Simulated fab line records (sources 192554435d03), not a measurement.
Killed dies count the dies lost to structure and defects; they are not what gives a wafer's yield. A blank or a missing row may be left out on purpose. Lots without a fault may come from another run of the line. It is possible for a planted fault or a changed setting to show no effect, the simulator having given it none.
Struck lot and sound lot, side by side -- flow n5_finfet -- 38 out of 1938 route steps
Sound: these wafers, L283.1, L283.2, L283.5. Struck: wafer L300.3 (left out: L300.6, a lot-mate that was not struck); the cause follows at the end.
Order at every step that has rows: each side's tool, ch and its chambers, its first start. Under that, the readings that differ: sound wafers -- struck wafers -- difference of the means -- sigmas: that difference in standard deviations of wafers without a fault.
alike: readings with means less than 2 such deviations apart, plus words and numbers identical on both sides. not compared: withheld readings, readings lacking a value on some wafer, bounds such as >300 that could conceal the same value, and numbers that have no deviation in the record and whose values overlap.
The two part at a step that has a row with sigmas, a row that says differs or no value, or rows on one side only. Numbers that have no deviation but don't overlap get no sigmas and don't part them. Lack of a reading on every wafer of one side parts them only where that side has two or more wafers.

first, 12 steps without rows for these wafers: N5_SDB_ETCH_18 (etches SOC in N2/H2, target depth 100 nm, overetch 20 nm, time 150 s); N5_SDB_STRIP_19 (strips in N2/H2); N5_SDB_STRIP_21 (strips in CF4); N5_SDB_HM_OPEN_20 (chemistry CH3F/O2, target SiNx, stops on poly-Si, target depth 24 nm); N5_SDB_STRIP_22 (strips in N2/H2); N5_SDB_PRECLEAN_23 (cleans in dHF, time 30 s); N5_SDB_DUMMY_REMOVE_24 (chemistry TMAH, target poly-Si, stops on SiO2, target depth 142 nm, time 57 s, rinse time 30 s); N5_SDB_ETCH_25 (etches SiO2 in C4F6/O2, target depth 10 nm, time 3.3 s); N5_SDB_CUT_ETCH_26 (etches Si in HBr/Cl2/O2, target depth 129.6 nm, bt time 20 s, time 51.8 s); N5_SDB_PRECLEAN_38 (cleans in dHF, time 10 s); N5_SDB_PRECLEAN_39 (cleans in O3/DIW, time 45 s); N5_SDB_SRD_28 (time 30 s).
N5_SDB_ALD_29: deposits SiNx, target thk 30 nm, pulse time 1 s, ald cycles 600.
  sound on ald_sin-03 ch 1,2,3, day 4 01:59; struck on ald_sin-03 ch 2, day 8 07:23
reading,sound,struck,difference,sigmas
ald_cycles,600 600 600,687,+87,
model.SiNx_of_SDB_ALD_29.thk_nm (nm),29.8 30 30,34.2,+4.3,
  alike: heater_power_outer_w, heater_power_w, precursor_pulse_height_rel
then, 23 steps without rows for these wafers: N5_SDB_CMP_30 (polishes, stops on poly-Si, t overpolish 1.54 s, target thk 30 nm); N5_DUMMY_REMOVAL_HM_STRIP_01 (strips SiNx in CH3F/O2, stops on poly-Si, target depth 4 nm, time 6.8 s); N5_DUMMY_REMOVAL_STRIP_10 (strips in N2/H2, time 40 s); N5_DUMMY_REMOVAL_PRECLEAN_07 (cleans in dHF, time 30 s); N5_DUMMY_REMOVAL_DUMMY_REMOVE_02 (chemistry TMAH, target poly-Si, stops on SiO2, target depth 142 nm, time 57 s, rinse time 30 s); N5_DUMMY_REMOVAL_PRECLEAN_08 (cleans in NF3:NH3, afs cycles 2, time 20 s, sublimation time 60 s); N5_DUMMY_REMOVAL_PRECLEAN_04 (cleans in DHF, time 37 s); N5_DUMMY_REMOVAL_SRD_05 (time 30 s); N5_HKMG_FIN_IL_REGROW_00 (material SiO2, chemistry O3, target thk 0.75 nm, time 30 s); N5_HKMG_FIN_HK_ALD_01 (deposits HfO2, target thk 1.6 nm, pulse time 3 s, purge time 3 s); N5_HKMG_FIN_HK_ANNEAL_02 (time 30 s); N5_HKMG_FIN_ALD_74 (deposits La2O3, target thk 0.5 nm, pulse time 6 s, co reactant pulse time 1 s); N5_HKMG_FIN_ALD_75 (deposits Al2O3, target thk 1 nm, co reactant pulse time 1 s); N5_HKMG_FIN_COAT_41 (time 60 s, resist thk 300 nm); N5_HKMG_FIN_COAT_42 (time 60 s, resist thk 35 nm); N5_HKMG_FIN_COAT_43 (resist thk 90 nm); N5_HKMG_FIN_EBR_45; N5_HKMG_FIN_SOFTBAKE_44 (time 60 s); N5_HKMG_FIN_EXPOSE_46 (exposes mask NDIPOLE); N5_HKMG_FIN_PEB_47 (peb time 60 s); N5_HKMG_FIN_DEVELOP_48 (develop time 30 s); N5_HKMG_FIN_DESCUM_53 (chemistry O2, time 7.9 s); N5_HKMG_FIN_ETCH_54 (etches SiARC in CF4, target depth 45.5 nm, time 75.8 s).
N5_GATE_CUT_ETCH_58: etches SiNx in CH3F/O2, target depth 17 nm, time 128.6 s.
  sound on rie_diel-02 ch 1,2,3, day 4 15:30; struck on rie_diel-06 ch 2, day 8 21:01
reading,sound,struck,difference,sigmas
model.SiNx_of_SDB_ALD_29.thk_nm (nm),24.4 24.4 24.6,26.2,+1.7,
  alike: drypump_motor_current_A, oes_product_au, rf_vpp_V, showerhead_plenum_p_Torr, throttle_valve_pct
  not compared: rf_hours_counter_h
-- the record jumps here: 4 days lie between the struck wafers' starts before and after (it left off in module GATE_CUT and takes up again in module BEOL_M4, whose first step shown is number 1111 of the route) --
N5_BEOL_M4_RC_MEAS_101:
  sound on prober-02 ch 0, day 8 01:46; struck on prober-02 ch 0, day 12 20:30
reading,sound,struck,difference,sigmas
ION_P (uA/um),466 461 466,485,+21,+2
  alike: DIBL_N, DIBL_P, IOFF_N, IOFF_P, ION_N, SS_N, SS_P, VT_N, VT_P

== WHERE THEY PART ==
Within this record, at N5_BEOL_M4_RC_MEAS_101 only.

WHY: the cause the simulator had injected
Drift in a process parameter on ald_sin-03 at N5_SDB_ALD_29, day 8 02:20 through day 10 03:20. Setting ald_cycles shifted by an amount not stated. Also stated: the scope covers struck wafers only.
